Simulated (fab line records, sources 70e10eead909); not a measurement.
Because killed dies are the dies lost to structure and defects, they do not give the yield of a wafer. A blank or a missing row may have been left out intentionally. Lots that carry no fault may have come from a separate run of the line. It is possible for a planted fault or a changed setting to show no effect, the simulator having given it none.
Which tool is to blame? | flow nandHarc | 11 lots with 33 wafers sampled at 6 steps, on a route of 1302 steps

== WHAT THE GAUGES SHOWED, per wafer ==
NHARC_P_ZERO_WELL_CD_MEAS_24 targets a cd of 720 nm.
lot  | measured     | on       | cdNm (nm)
L452 | day 2 08:28  | cdSem-01 | 721.8 719.2 721.5
L453 | day 2 18:37  | cdSem-01 | 721.9 719.9 717.7
L455 | day 3 14:28  | cdSem-02 | 603.0 604.5 606.4 602.9 604.5 606.2
L460 | day 5 16:37  | cdSem-02 | 719.9 718.4 718.4
L463 | day 6 22:43  | cdSem-02 | 718.5 721.3 720.4
L465 | day 7 18:35  | cdSem-03 | 721.8 721.8 719.9
L467 | day 8 14:30  | cdSem-01 | 718.5 717.4 716.3
L469 | day 9 10:32  | cdSem-03 | 718.3 720.0 717.9
L470 | day 9 20:37  | cdSem-03 | 720.9 722.7 720.6
L471 | day 10 06:47 | cdSem-02 | 719.7 723.7 720.0
L473 | day 11 02:27 | cdSem-02 | 719.2 720.0 720.6

NHARC_END_SORT_01.
lot  | measured     | on        | defectLimitedYield (%) | killedAtArray | killedAtOther | killedAtPeriphery | killedDies | killedOpen | killedShort
L453 | day 25 03:56 | prober-02 | 96 92 95               | 26 48 28      | 1 4 3         | 2 3 2             | 29 55 33   | 5 2 2      | 2 2 2
L460 | day 28 12:52 | prober-02 | 88 91 89               | 81 54 67      | 0 0 1         | 0 5 5             | 81 59 73   | 2 1 1      | 3 0 4
L463 | day 29 17:55 | prober-02 | 84 83 88               | 106 113 72    | 0 0 2         | 3 1 6             | 109 114 80 | 3 3 3      | 3 3 1
L467 | day 30 09:01 | prober-02 | 96 95 95               | 24 27 22      | 0 1 0         | 6 7 11            | 30 35 33   | 4 2 3      | 3 5 0
L469 | day 31 01:24 | prober-02 | 95                     | 27            | 0             | 4                 | 31         | 4          | 7
L470 | day 32 00:50 | prober-02 | 88 90 91               | 81 66 57      | 0 0 1         | 2 3 2             | 83 69 60   | 4 3 3      | 0 1 5
L471 | day 33 22:14 | prober-02 | 91 90 90               | 59 66 62      | 1 0 2         | 2 3 2             | 62 69 66   | 3 8 4      | 3 2 3
L473 | day 33 08:35 | prober-02 | 97 96 97               | 18 23 22      | 1 3 0         | 1 3 0             | 20 29 22   | 3 3 0      | 1 2 3

== WHICH TOOL RAN EACH LOT (tool, then ch and the chambers of the sampled wafers, then the start) ==
lot  | NHARC_P_ZERO_WELL_EXPOSE_21      | NHARC_P_ZERO_WELL_DESCUM_39       | NHARC_P_STI_ETCH_42               | NHARC_P_STI_CMP_21
L452 | krfScanner-02 ch 0, day 2 08:19  | rieDiel-09 ch 0,1,3, day 2 10:17  | rieDiel-07 ch 1,2,3, day 3 06:27  | cmp-04 ch 0,2,3, day 3 21:22
L453 | krfScanner-04 ch 0, day 2 18:28  | rieDiel-12 ch 0,1, day 2 20:18    | rieDiel-05 ch 1,3, day 3 18:01    | cmp-04 ch 1,2, day 4 11:37
L455 | krfScanner-04 ch 0, day 3 14:19  | -                                 | -                                 | -
L460 | krfScanner-04 ch 0, day 5 16:27  | rieDiel-12 ch 0,1,2, day 5 18:19  | rieDiel-01 ch 0,2, day 6 15:02    | cmp-04 ch 1,2,3, day 7 11:48
L463 | krfScanner-02 ch 0, day 6 22:34  | rieDiel-12 ch 0,1,3, day 7 02:44  | rieDiel-07 ch 2,3, day 7 21:08    | cmp-02 ch 1,3, day 8 15:50
L465 | krfScanner-04 ch 0, day 7 18:26  | rieDiel-12 ch 1,2,3, day 7 20:17  | rieDiel-05 ch 0,1, day 8 18:22    | cmp-02 ch 0,1, day 9 15:04
L467 | krfScanner-02 ch 0, day 8 14:20  | rieDiel-12 ch 0,2,3, day 8 16:19  | rieDiel-05 ch 1,2,3, day 9 13:17  | cmp-02 ch 1,2,3, day 10 07:28
L469 | krfScanner-02 ch 0, day 9 10:23  | rieDiel-09 ch 0,2,3, day 9 12:20  | rieDiel-05 ch 0,2,3, day 10 06:58 | cmp-03 ch 1,2,3, day 11 00:56
L470 | krfScanner-04 ch 0, day 9 20:28  | rieDiel-12 ch 0,1,3, day 9 22:27  | rieDiel-01 ch 0,1,2, day 10 17:13 | cmp-02 ch 0,1,3, day 11 11:46
L471 | krfScanner-01 ch 0, day 10 06:38 | rieDiel-12 ch 1,3, day 10 08:35   | rieDiel-07 ch 0,1,2, day 11 03:43 | cmp-02 ch 1,3, day 11 21:48
L473 | krfScanner-02 ch 0, day 11 02:18 | rieDiel-09 ch 0,1,3, day 11 04:42 | rieDiel-01 ch 0,1,3, day 11 22:58 | cmp-03 ch 2,3, day 12 16:00
- NHARC_P_ZERO_WELL_EXPOSE_21: exposes mask P NWELL, target cd 720 nm.
- NHARC_P_ZERO_WELL_DESCUM_39: chemistry O2, time 3 s.
- NHARC_P_STI_ETCH_42: etches the open film in N2/H2, target depth 80 nm, overetch 24 nm, time 61 s.
- NHARC_P_STI_CMP_21: polishes, t overpolish 20 s, target thk 380.67 nm.

== AS READ BY THE TOOLS THEMSELVES (means over the sampled wafers that have a number; for cases with no such wafer, the mark the record gives instead) ==
NHARC_P_ZERO_WELL_EXPOSE_21.
lot  | tool          | exposureDoseMJCm2 | stageVelMmS (mm/s)
L452 | krfScanner-02 | 22.281            | 499.84
L453 | krfScanner-04 | 22.320            | 499.89
L455 | krfScanner-04 | 22.334            | 500.17
L460 | krfScanner-04 | 22.310            | 500.08
L463 | krfScanner-02 | 22.294            | 499.92
L465 | krfScanner-04 | 22.317            | 500.04
L467 | krfScanner-02 | 22.305            | 500.15
L469 | krfScanner-02 | 22.284            | 499.81
L470 | krfScanner-04 | 22.336            | 499.96
L471 | krfScanner-01 | 22.312            | 499.63
L473 | krfScanner-02 | 22.279            | 500.02

NHARC_P_ZERO_WELL_DESCUM_39.
lot  | tool       | chamberPressureMTorr (mTorr) | drypumpMotorCurrentA (A) | oesProductAu (a.u.) | rfVppV (V) | showerheadPlenumPTorr (Torr) | throttleValvePct (%)
L452 | rieDiel-09 | 59.95                        | 6.1                      | 1.008               | 57.9       | 1.88                         | 11.313
L453 | rieDiel-12 | 60.02                        | 6.4                      | 1.001               | 57.8       | 1.94                         | 11.304
L460 | rieDiel-12 | 60.00                        | 6.1                      | 1.018               | 56.9       | 1.88                         | 11.306
L463 | rieDiel-12 | 59.98                        | 6.2                      | 1.009               | 58.1       | 1.87                         | 11.315
L465 | rieDiel-12 | 60.00                        | 6.0                      | 1.011               | 57.7       | 1.81                         | 11.314
L467 | rieDiel-12 | 60.06                        | 5.8                      | 1.003               | 57.5       | 1.87                         | 11.315
L469 | rieDiel-09 | 60.01                        | 5.9                      | 0.994               | 58.6       | 1.98                         | 11.307
L470 | rieDiel-12 | 60.05                        | 6.3                      | 1.005               | 57.1       | 1.86                         | 11.307
L471 | rieDiel-12 | 60.02                        | 6.3                      | 1.005               | 57.3       | 1.81                         | 11.311
L473 | rieDiel-09 | 60.03                        | 6.2                      | 0.995               | 58.9       | 2.06                         | 11.311

NHARC_P_STI_ETCH_42.
lot  | tool       | chamberPressureMTorr (mTorr) | drypumpMotorCurrentA (A) | oesProductAu (a.u.) | rfFwdPowerW (W) | rfVppV (V) | showerheadPlenumPTorr (Torr) | throttleValvePct (%)
L452 | rieDiel-07 | 29.994                       | 6.2                      | 1.001               | 395.2           | 428.5      | 1.98                         | 14.166
L453 | rieDiel-05 | 30.009                       | 5.9                      | 1.002               | 397.2           | 432.6      | 2.14                         | 14.167
L460 | rieDiel-01 | 29.999                       | 5.4                      | 1.013               | 396.2           | 432.7      | 2.11                         | 14.175
L463 | rieDiel-07 | 29.998                       | 6.4                      | 1.007               | 397.4           | 430.3      | 2.03                         | 14.172
L465 | rieDiel-05 | 29.980                       | 5.4                      | 0.998               | 395.8           | 432.0      | 2.10                         | 14.179
L467 | rieDiel-05 | 29.995                       | 6.0                      | 1.005               | 394.8           | 431.9      | 2.08                         | 14.174
L469 | rieDiel-05 | 29.994                       | 5.9                      | 1.007               | 395.3           | 430.1      | 2.06                         | 14.171
L470 | rieDiel-01 | 29.998                       | 5.4                      | 1.006               | 396.9           | 433.2      | 2.13                         | 14.173
L471 | rieDiel-07 | 29.994                       | 6.1                      | 1.000               | 397.1           | 429.5      | 1.99                         | 14.167
L473 | rieDiel-01 | 29.989                       | 5.4                      | 1.012               | 397.3           | 431.8      | 2.11                         | 14.175

NHARC_P_STI_CMP_21.
lot  | tool   | motorCurrentA (A) | overpolishRunS (s) | slurryFlowMlMin
L452 | cmp-04 | 11.6              | 20.002             | 149.8
L453 | cmp-04 | 10.6              | 20.007             | 150.4
L460 | cmp-04 | 11.4              | 20.000             | 150.4
L463 | cmp-02 | 12.2              | 19.995             | 149.9
L465 | cmp-02 | 11.8              | 20.012             | 149.7
L467 | cmp-02 | 12.1              | 20.001             | 149.9
L469 | cmp-03 | 11.2              | 19.996             | 150.5
L470 | cmp-02 | 11.6              | 20.003             | 149.9
L471 | cmp-02 | 11.3              | 20.007             | 150.4
L473 | cmp-03 | 11.0              | 19.997             | 150.3

== THE ANSWER, worked out from the rows above alone ==
Rule: what is usual is taken from the lots themselves. Put in order of their means at a reading, lots are off if they are a third of the lots or fewer, leave a main group of 4 or more, and stand apart from it by a gap of 3 or more times the standard deviation of the main group's means; of several such gaps the widest counts. Not used: any main group whose means are identical at the precision the tables above print for the reading. Also off: a lot with no number at a reading for which 4 or more lots have one. Where the step has rows for the other lots, those lots are counted as sound. Order of review: gauges by route order, followed by the tools' own readings, for which a lot's mean as printed above is used. At the first step where some lot is off, the reading lying furthest off is the one used; lots without a number count as furthest.
Off, at NHARC_P_ZERO_WELL_CD_MEAS_24 on cdNm: L455. The main group: mean 719.9 nm, standard deviation 1.2.
If a tool, at a process step before that reading, ran all the lots that are off and no sound lot after the first of them, it fits. The gauges at NHARC_P_ZERO_WELL_CD_MEAS_24 are tried like those tools. No candidate that was tried fits.

== WHAT WAS PUT IN BY THE SIMULATOR ==
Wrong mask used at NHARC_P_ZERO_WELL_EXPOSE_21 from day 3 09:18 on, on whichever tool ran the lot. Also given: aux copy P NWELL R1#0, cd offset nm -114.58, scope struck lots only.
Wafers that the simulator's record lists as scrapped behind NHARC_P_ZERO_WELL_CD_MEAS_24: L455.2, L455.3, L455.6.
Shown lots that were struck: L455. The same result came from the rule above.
